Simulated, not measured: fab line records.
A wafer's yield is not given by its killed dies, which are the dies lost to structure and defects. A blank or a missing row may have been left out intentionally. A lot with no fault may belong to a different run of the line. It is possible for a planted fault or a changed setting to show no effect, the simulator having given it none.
Which tool did it?    flow nand-harc    33 wafers sampled from 11 lots at 1 step of a route of 1302

WHAT EACH GAUGE READ, for each wafer
NHARC_A_CONTACT_INSPECT_10. Usual: raw-defect-count reads 84 (standard deviation 42).
lot   measured      on                 raw-defect-count  flag
L144  day 22 05:48  defect-inspect-01  61 55 66          
L145  day 22 23:42  defect-inspect-01  60 53 65          
L147  day 23 10:23  defect-inspect-01  127 120 109       
L149  day 23 23:55  defect-inspect-01  97 110 107        
L148  day 24 00:52  defect-inspect-01  65 67 65          
L158  day 27 20:20  defect-inspect-02  81 70 99          
L160  day 29 15:59  defect-inspect-01  141 157 148       
L162  day 29 22:12  defect-inspect-01  23 27 19          
L161  day 30 03:11  defect-inspect-02  140 147 134       
L163  day 30 06:48  defect-inspect-01  70 74 94          
L166  day 31 17:21  defect-inspect-02  17 18 25          

EACH LOT AND THE TOOL THAT RAN IT (in order: tool; ch and the chambers of the sampled wafers; start)
There is no process step in the record ahead of these readings.

AS READ BY THE TOOLS THEMSELVES (means over the sampled wafers that have a number; for cases with no such wafer, the mark the record gives instead)
The record holds no such reading with a usual standard deviation.

THE ANSWER, worked out from the rows above alone
Rule: a lot is off if the mean of its wafers that have a number lies more than 3 standard deviations from the usual mean. A lot without any number at a reading at which 4 lots or more have one is off too. All remaining lots with rows at the step are treated as sound. First the gauges in route order, then the tools' own readings, where a lot's mean is used as printed above. The first step at which some lot is off is used, and at that step the reading that is off furthest; a lot without a number counts as furthest.
Nothing can be told from this: no lot is off at any reading shown.

WHAT WAS PUT IN BY THE SIMULATOR
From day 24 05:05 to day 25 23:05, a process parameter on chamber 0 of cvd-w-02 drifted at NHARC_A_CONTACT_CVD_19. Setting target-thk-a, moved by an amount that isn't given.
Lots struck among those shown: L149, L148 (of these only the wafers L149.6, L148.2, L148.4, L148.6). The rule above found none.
